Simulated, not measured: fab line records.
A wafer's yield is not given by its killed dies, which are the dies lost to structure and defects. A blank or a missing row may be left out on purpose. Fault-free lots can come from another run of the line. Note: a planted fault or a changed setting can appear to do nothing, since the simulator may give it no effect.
Struck lot and sound lot, side by side -- flow n5 finfet -- 38 out of 1938 route steps
Sound: wafers L509.1, L509.2, L509.6. Wafers L508.1, L508.3, L508.5 were the ones struck. The cause is named last.
Each step with rows lists, per side, the tool, then ch with its chambers, then its first start. Under that, the readings that differ: sound wafers -- struck wafers -- difference of the means -- sigmas: that difference in standard deviations of wafers without a fault.
alike: same words and numbers on both sides, and readings whose means sit less than 2 such deviations apart. not compared: any withheld reading, any reading some wafer has no value for, any bound like >300 that may hide the same value, and any number with overlapping values for which the record gives no deviation.
The two part at a step that has a row with sigmas, a row that says differs or no value, or rows on one side only. Non-overlapping numbers with no deviation appear without sigmas and do not part them. A reading that every wafer of one side lacks parts them only if that side has two wafers or more.

first, 11 steps without rows for these wafers: N5_BEOL_M8_CURE_75 (cures SiCOH lowk, time 120 s); N5_BEOL_M8_DEGAS_44 (time 60 s); N5_BEOL_M8_PRE_CLEAN_45 (time 30 s); N5_BEOL_M8_ALD_77 (deposits TaN, target thk 2 nm, pulse time 2 s, purge time 3 s); N5_BEOL_M8_SURFACE_TREAT_79; N5_BEOL_M8_CVD_78 (deposits Co from CCTBA/H2, target thk 2 nm, time 142.3 s); N5_BEOL_M8_SPUTTER_48 (material Cu, target thk 10 nm, time 1.667 s); N5_BEOL_M8_ECD_50 (material Cu, target thk 300 nm); N5_BEOL_M8_ANNEAL_51 (time 90 s); N5_BEOL_M8_CMP_52 (polishes, stops on SiCOH lowk, t overpolish 6.9 s, target thk 80 nm); N5_BEOL_M8_PRE_CLEAN_55 (time 15 s).
N5_BEOL_M8_DEP_56: deposits SiCN from 3MS/NH3, target thk 10 nm, time 17.5 s.
  sound on pecvd-04 ch 0,1, day 19 19:52; struck on pecvd-02 ch 1,2, day 19 10:25
  alike: showerhead plenum p Torr, throttle valve pct
N5_BEOL_M8_INSPECT_58: inspects for defects (darkfield).
  struck on defect inspect-02, day 19 10:32; sound on defect inspect-02, day 19 19:58
reading,sound,struck,difference,sigmas
raw defect count,57 106 54,890 839 887,+800,+33
then, 12 steps without rows for these wafers: N5_BEOL_M9_ILD_DEP_00 (deposits SiCOH lowk from DEMS/porogen, target thk 308.51 nm, time 58 s); N5_BEOL_M9_CURE_71 (cures SiCOH lowk, time 240 s); N5_BEOL_M9_PECVD_70 (deposits SiO2 from TEOS/O2, target thk 20 nm, time 22.7 s); N5_BEOL_M9_HM_DEP_02 (deposits TiN, target thk 20 nm); N5_BEOL_M9_COAT_59 (time 60 s, resist thk 100 nm); N5_BEOL_M9_COAT_60 (time 60 s, resist thk 30 nm); N5_BEOL_M9_COAT_05 (resist thk 90 nm); N5_BEOL_M9_EBR_07; N5_BEOL_M9_SOFTBAKE_06 (time 60 s); N5_BEOL_M9_EXPOSE_08 (exposes mask M9); N5_BEOL_M9_PEB_09 (peb time 60 s); N5_BEOL_M9_DEVELOP_10 (develop time 30 s).
N5_BEOL_M9_INSPECT_13: inspects for defects (brightfield).
  struck on defect inspect-02, day 19 16:09; sound on defect inspect-01, day 19 21:16
reading,sound,struck,difference,sigmas
raw defect count,535 624 510,1008 1116 1060,+505,+5
then, 10 steps without rows for these wafers: N5_BEOL_M9_DESCUM_16 (chemistry O2, time 7.9 s); N5_BEOL_M9_ETCH_61 (etches SiARC in CF4, target depth 39 nm, time 65 s); N5_BEOL_M9_ETCH_62 (etches SOC in N2/H2, target depth 110 nm, overetch 22 nm, time 165 s); N5_BEOL_M9_STRIP_68 (strips in N2/H2); N5_BEOL_M9_STRIP_67 (strips in CF4); N5_BEOL_M9_HM_OPEN_17 (chemistry Cl2/BCl3, target TiN, target depth 20 nm, overetch 6 nm); N5_BEOL_M9_STRIP_19 (strips in O2); N5_BEOL_M9_COAT_63 (time 60 s, resist thk 60 nm); N5_BEOL_M9_COAT_64 (time 60 s, resist thk 12 nm); N5_BEOL_M9_COAT_75 (time 60 s, resist thk 5 nm).
N5_BEOL_M9_INSPECT_30: inspects for defects (brightfield).
  struck on defect inspect-01, day 19 17:06; sound on defect inspect-02, day 20 00:13
reading,sound,struck,difference,sigmas
raw defect count,509 559 425,1019 1173 1125,+608,+6
-- record jumps: 3 days separate the struck wafers' starts on either side; left off in module BEOL_M9, taken up again in module PASSIVATION, whose first shown step is the route's number 1936 --
N5_PASSIVATION_PROBE_49:
  the record has rows for the struck wafers here (prober-01, day 22 19:18) and none for the sound ones

WHERE THEY PART
At N5_BEOL_M8_INSPECT_58 first; at N5_PASSIVATION_PROBE_49 last (within this record only).

WHY: whatever the simulator had introduced
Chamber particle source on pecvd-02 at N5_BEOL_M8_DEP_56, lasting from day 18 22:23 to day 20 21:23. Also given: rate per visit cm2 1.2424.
